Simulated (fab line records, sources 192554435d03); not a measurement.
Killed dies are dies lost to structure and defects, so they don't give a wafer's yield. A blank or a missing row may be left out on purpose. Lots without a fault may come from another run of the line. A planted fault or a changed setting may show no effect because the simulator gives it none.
Which tool did it? | flow n5_finfet | 8 lots, 24 wafers sampled, at 5 steps of a route of 1938

WHAT THE GAUGES READ, wafer by wafer
N5_BEOL_M4_RC_MEAS_101. Usual: DIBL_N 35.9 mV/V, standard deviation 1.2; DIBL_P 35.9 mV/V, standard deviation 1.4; IOFF_N 0.149 nA/um, standard deviation 0.02; IOFF_P 0.205 nA/um, standard deviation 0.022; ION_N 671 uA/um, standard deviation 8.8; ION_P 461 uA/um, standard deviation 5.9; SS_N 71.4 mV/dec, standard deviation 0.51; SS_P 73.2 mV/dec, standard deviation 0.56; VT_N 250.6 mV, standard deviation 2.5; VT_P -250.1 mV, standard deviation 2.3.
lot  | measured     | on        | DIBL_N (mV/V)  | DIBL_P (mV/V)  | IOFF_N (nA/um)    | IOFF_P (nA/um)    | ION_N (uA/um) | ION_P (uA/um) | SS_N (mV/dec)  | SS_P (mV/dec)  | VT_N (mV)         | VT_P (mV)            | flag
L140 | day 9 16:29  | prober-02 | 36.4 36.8 36.7 | 35.8 35.7 36.5 | 0.157 0.157 0.165 | 0.223 0.233 0.243 | 676 671 671   | 466 466 465   | 71.5 72.5 71.3 | 73.6 73.6 72.3 | 249.7 250.3 249.1 | -246.2 -248.6 -247.0 |
L144 | day 11 06:17 | prober-02 | 37.3 37.2 36.7 | 36.6 37.1 36.6 | 0.157 0.161 0.153 | 0.214 0.222 0.214 | 664 674 676   | 461 467 463   | 72.2 71.4 71.5 | 73.2 73.3 73.2 | 249.4 248.5 248.4 | -245.2 -248.9 -249.7 |
L145 | day 11 06:32 | prober-01 | 35.2 36.3 35.7 | 35.3 36.9 36.8 | 0.126 0.146 0.137 | 0.174 0.195 0.201 | 666 674 667   | 451 460 464   | 71.1 72.0 71.2 | 72.8 73.3 73.7 | 252.4 251.7 254.8 | -251.1 -251.5 -249.2 |
L156 | day 13 09:41 | prober-01 | 36.2 36.0 36.6 | 37.5 37.1 38.0 | 0.150 0.156 0.162 | 0.202 0.198 0.208 | 672 672 674   | 464 458 465   | 71.1 70.9 71.8 | 73.4 73.2 73.9 | 249.7 249.8 247.4 | -249.9 -249.9 -251.6 |
L157 | day 14 10:30 | prober-02 | 38.7 36.7 37.3 | 39.3 36.6 36.2 | 0.188 0.143 0.145 | 0.248 0.192 0.193 | 685 681 673   | 468 466 451   | 72.0 72.3 72.0 | 74.0 73.5 73.4 | 250.4 253.3 252.4 | -252.2 -250.0 -251.0 |
L158 | day 13 14:58 | prober-01 | 36.7 34.8 33.6 | 37.7 36.1 34.2 | 0.181 0.152 0.127 | 0.239 0.213 0.178 | 684 665 669   | 470 465 454   | 72.0 71.1 71.3 | 73.6 72.9 72.1 | 248.6 250.1 250.2 | -250.1 -251.6 -253.0 |
L159 | day 14 18:38 | prober-02 | 37.6 36.4 37.9 | 38.1 35.8 37.0 | 0.177 0.153 0.177 | 0.246 0.205 0.225 | 681 682 677   | 469 470 460   | 72.0 71.1 71.4 | 74.1 73.5 74.0 | 250.7 251.7 248.0 | -247.8 -250.6 -248.2 |
L160 | day 15 04:07 | prober-02 | 35.6 36.9 36.2 | 35.4 37.1 35.8 | 0.138 0.156 0.145 | 0.189 0.223 0.202 | 679 673 665   | 462 460 456   | 71.5 71.5 71.6 | 73.1 73.9 72.9 | 250.3 247.9 247.4 | -253.0 -248.4 -251.8 |

WHICH TOOL RAN EACH LOT (tool, then ch and the chambers of the sampled wafers, then the start)
lot  | N5_BEOL_M0_SAQP_MANDREL1_REMOVE_100 | N5_BEOL_M0_SAQP_STRIP_108          | N5_BEOL_M0_SAQP_SPACER2_ETCHBACK_27 | N5_BEOL_M0_SAQP_ETCH_73
L140 | rie_si-03 ch 0,2,3, day 5 22:56     | rie_diel-02 ch 1,2,3, day 5 23:54  | rie_diel-02 ch 1,2,3, day 6 00:40   | rie_diel-02 ch 2,3, day 6 01:28
L144 | rie_si-03 ch 1,2,3, day 6 21:36     | rie_diel-01 ch 2,3, day 6 22:37    | rie_diel-04 ch 0,2,3, day 6 23:44   | rie_diel-01 ch 0,1, day 7 00:32
L145 | rie_si-03 ch 0,1,3, day 7 03:41     | rie_diel-04 ch 0,2,3, day 7 04:38  | rie_diel-01 ch 1,2,3, day 7 05:35   | rie_diel-01 ch 0,1,2, day 7 06:37
L156 | rie_si-02 ch 1,2, day 10 01:29      | rie_diel-01 ch 1,3, day 10 03:30   | rie_diel-02 ch 1,2, day 10 04:25    | rie_diel-02 ch 1,2, day 10 05:06
L157 | rie_si-04 ch 1,2,3, day 10 06:23    | rie_diel-02 ch 0,1, day 10 07:34   | rie_diel-01 ch 1,3, day 10 08:19    | rie_diel-01 ch 0,1,2, day 10 09:08
L158 | rie_si-04 ch 0,2, day 10 10:40      | rie_diel-02 ch 0,2,3, day 10 12:05 | rie_diel-01 ch 1,2, day 10 12:56    | rie_diel-01 ch 0,1,2, day 10 13:38
L159 | rie_si-03 ch 0,1, day 10 22:26      | rie_diel-04 ch 0,2,3, day 10 23:46 | rie_diel-04 ch 0,1,2, day 11 00:35  | rie_diel-04 ch 0,2,3, day 11 01:37
L160 | rie_si-03 ch 0,3, day 11 04:37      | rie_diel-02 ch 1,3, day 11 05:33   | rie_diel-01 ch 0,1,2, day 11 06:25  | rie_diel-04 ch 0,1,2, day 11 07:06
- N5_BEOL_M0_SAQP_MANDREL1_REMOVE_100: chemistry HBr/Cl2/O2, target a-Si, stops on SiNx, bt time 10 s.
- N5_BEOL_M0_SAQP_STRIP_108: strips in N2/H2.
- N5_BEOL_M0_SAQP_SPACER2_ETCHBACK_27: etches SiO2 in CHF3/O2, target depth 22.5 nm, time 11.25 s.
- N5_BEOL_M0_SAQP_ETCH_73: etches SiARC in CF4, target depth 19.5 nm, time 32.5 s.

WHAT THE TOOLS THEMSELVES READ (means of the sampled wafers that have a number; where no wafer has one, the mark that the record gives instead)
N5_BEOL_M0_SAQP_MANDREL1_REMOVE_100. Usual: drypump_motor_current_A 5.9 A, standard deviation 0.38; oes_product_au 1.001 a.u., standard deviation 0.017; throttle_valve_pct 36.7 %, standard deviation 0.35.
lot  | tool      | drypump_motor_current_A (A) | oes_product_au (a.u.) | throttle_valve_pct (%) | flag
L140 | rie_si-03 | 5.6                         | 1.001                 | 36.9                   |
L144 | rie_si-03 | 5.7                         | 1.005                 | 36.6                   |
L145 | rie_si-03 | 5.7                         | 0.989                 | 36.8                   |
L156 | rie_si-02 | 6.5                         | 1.005                 | 36.5                   |
L157 | rie_si-04 | 6.0                         | 1.005                 | 36.9                   |
L158 | rie_si-04 | 6.2                         | 1.008                 | 36.5                   |
L159 | rie_si-03 | 5.9                         | 1.006                 | 37.0                   |
L160 | rie_si-03 | 5.4                         | 0.993                 | 36.8                   |

N5_BEOL_M0_SAQP_STRIP_108. Usual: drypump_motor_current_A 5.7 A, standard deviation 0.45; n2_flow_sccm 300.0 sccm, standard deviation 0.87; oes_product_au 0.81 a.u., standard deviation 0.098; rf_vpp_V 122.1 V, standard deviation 1.1; showerhead_plenum_p_Torr 3.39 Torr, standard deviation 0.13; throttle_valve_pct 18.9 %, standard deviation 0.34.
lot  | tool        | drypump_motor_current_A (A) | n2_flow_sccm (sccm) | oes_product_au (a.u.) | rf_vpp_V (V) | showerhead_plenum_p_Torr (Torr) | throttle_valve_pct (%) | flag
L140 | rie_diel-02 | 5.5                         | 300.3               | 0.85                  | 121.4        | 3.39                            | 18.6                   |
L144 | rie_diel-01 | 5.8                         | 300.0               | 0.70                  | 120.2        | 3.28                            | 19.0                   |
L145 | rie_diel-04 | 5.8                         | 299.5               | 0.79                  | 121.0        | 3.29                            | 18.8                   |
L156 | rie_diel-01 | 5.5                         | 299.0               | 0.78                  | 121.8        | 3.51                            | 19.3                   |
L157 | rie_diel-02 | 5.4                         | 299.8               | 0.90                  | 122.1        | 3.37                            | 18.7                   |
L158 | rie_diel-02 | 5.7                         | 299.8               | 0.89                  | 123.1        | 3.41                            | 18.7                   |
L159 | rie_diel-04 | 5.8                         | 299.3               | 0.75                  | 121.2        | 3.27                            | 18.9                   |
L160 | rie_diel-02 | 5.3                         | 301.1               | 0.86                  | 122.2        | 3.32                            | 18.4                   |

N5_BEOL_M0_SAQP_SPACER2_ETCHBACK_27. Usual: CHF3_flow_sccm 50.01 sccm, standard deviation 0.16; drypump_motor_current_A 5.7 A, standard deviation 0.44; oes_f_703_au 0.82 a.u., standard deviation 0.096; oes_product_au 0.82 a.u., standard deviation 0.1; rf_vpp_V 524 V, standard deviation 4.3; showerhead_plenum_p_Torr 2.45 Torr, standard deviation 0.09; throttle_valve_pct 18.85 %, standard deviation 0.21.
lot  | tool        | CHF3_flow_sccm (sccm) | drypump_motor_current_A (A) | oes_f_703_au (a.u.) | oes_product_au (a.u.) | rf_vpp_V (V) | showerhead_plenum_p_Torr (Torr) | throttle_valve_pct (%) | flag
L140 | rie_diel-02 | 49.98                 | 5.5                         | 0.84                | 0.84                  | 523          | 2.43                            | 18.73                  |
L144 | rie_diel-04 | 49.73                 | 5.8                         | 0.78                | 0.79                  | 525          | 2.36                            | 18.82                  |
L145 | rie_diel-01 | 49.90                 | 5.8                         | 0.80                | 0.79                  | 525          | 2.44                            | 18.95                  |
L156 | rie_diel-02 | 49.82                 | 5.2                         | 0.93                | 0.92                  | 519          | 2.43                            | 18.66                  |
L157 | rie_diel-01 | 50.12                 | 5.5                         | 0.77                | 0.77                  | 528          | 2.50                            | 19.08                  |
L158 | rie_diel-01 | 49.95                 | 6.0                         | 0.93                | 0.94                  | 525          | 2.56                            | 18.58                  |
L159 | rie_diel-04 | 50.10                 | 5.5                         | 0.74                | 0.74                  | 526          | 2.41                            | 18.92                  |
L160 | rie_diel-01 | 50.00                 | 6.0                         | 0.84                | 0.85                  | 523          | 2.53                            | 18.81                  |

N5_BEOL_M0_SAQP_ETCH_73. Usual: drypump_motor_current_A 5.7 A, standard deviation 0.44; etch_rf_on_time_s 32.5 s, standard deviation 0.46; oes_product_au 0.69 a.u., standard deviation 0.08; rf_vpp_V 184.1 V, standard deviation 1.4; showerhead_plenum_p_Torr 2.16 Torr, standard deviation 0.088; throttle_valve_pct 15.55 %, standard deviation 0.17.
lot  | tool        | drypump_motor_current_A (A) | etch_rf_on_time_s (s) | oes_product_au (a.u.) | rf_vpp_V (V) | showerhead_plenum_p_Torr (Torr) | throttle_valve_pct (%) | flag
L140 | rie_diel-02 | 5.6                         | 31.9                  | 0.63                  | 184.2        | 2.18                            | 15.60                  |
L144 | rie_diel-01 | 6.0                         | 32.5                  | 0.71                  | 185.9        | 2.24                            | 15.61                  |
L145 | rie_diel-01 | 6.0                         | 33.1                  | 0.68                  | 184.0        | 2.17                            | 15.60                  |
L156 | rie_diel-02 | 5.2                         | 31.7                  | 0.80                  | 183.7        | 2.15                            | 15.35                  |
L157 | rie_diel-01 | 6.0                         | 34.6                  | 0.73                  | 184.6        | 2.25                            | 15.47                  | OFF
L158 | rie_diel-01 | 6.0                         | 34.5                  | 0.72                  | 185.4        | 2.25                            | 15.48                  | OFF
L159 | rie_diel-04 | 5.8                         | 32.6                  | 0.64                  | 182.6        | 2.08                            | 15.60                  |
L160 | rie_diel-04 | 5.5                         | 32.8                  | 0.64                  | 184.0        | 2.14                            | 15.63                  |

THE ANSWER, worked out from the rows above alone
Rule: a lot is off if the mean of its wafers that have a number lies more than 3 standard deviations from the usual mean. A lot without any number at a reading at which 4 lots or more have one is off too. The other lots that the step has rows for count as sound. The gauges are gone through in route order, then the tools' own readings, and for those a lot's mean is taken as printed above. The first step at which some lot is off is used, and at that step the reading that is off furthest; a lot without a number counts as furthest.
Off: L157, L158, at N5_BEOL_M0_SAQP_ETCH_73 (etch_rf_on_time_s).
A tool fits if, at that step or a process step before it, it ran every lot that is off, and no sound lot after the first of them. Can't be told from this: 2 tools fit, rie_si-04 at N5_BEOL_M0_SAQP_MANDREL1_REMOVE_100, rie_diel-01 at N5_BEOL_M0_SAQP_ETCH_73.

WHAT THE SIMULATOR HAD PUT IN
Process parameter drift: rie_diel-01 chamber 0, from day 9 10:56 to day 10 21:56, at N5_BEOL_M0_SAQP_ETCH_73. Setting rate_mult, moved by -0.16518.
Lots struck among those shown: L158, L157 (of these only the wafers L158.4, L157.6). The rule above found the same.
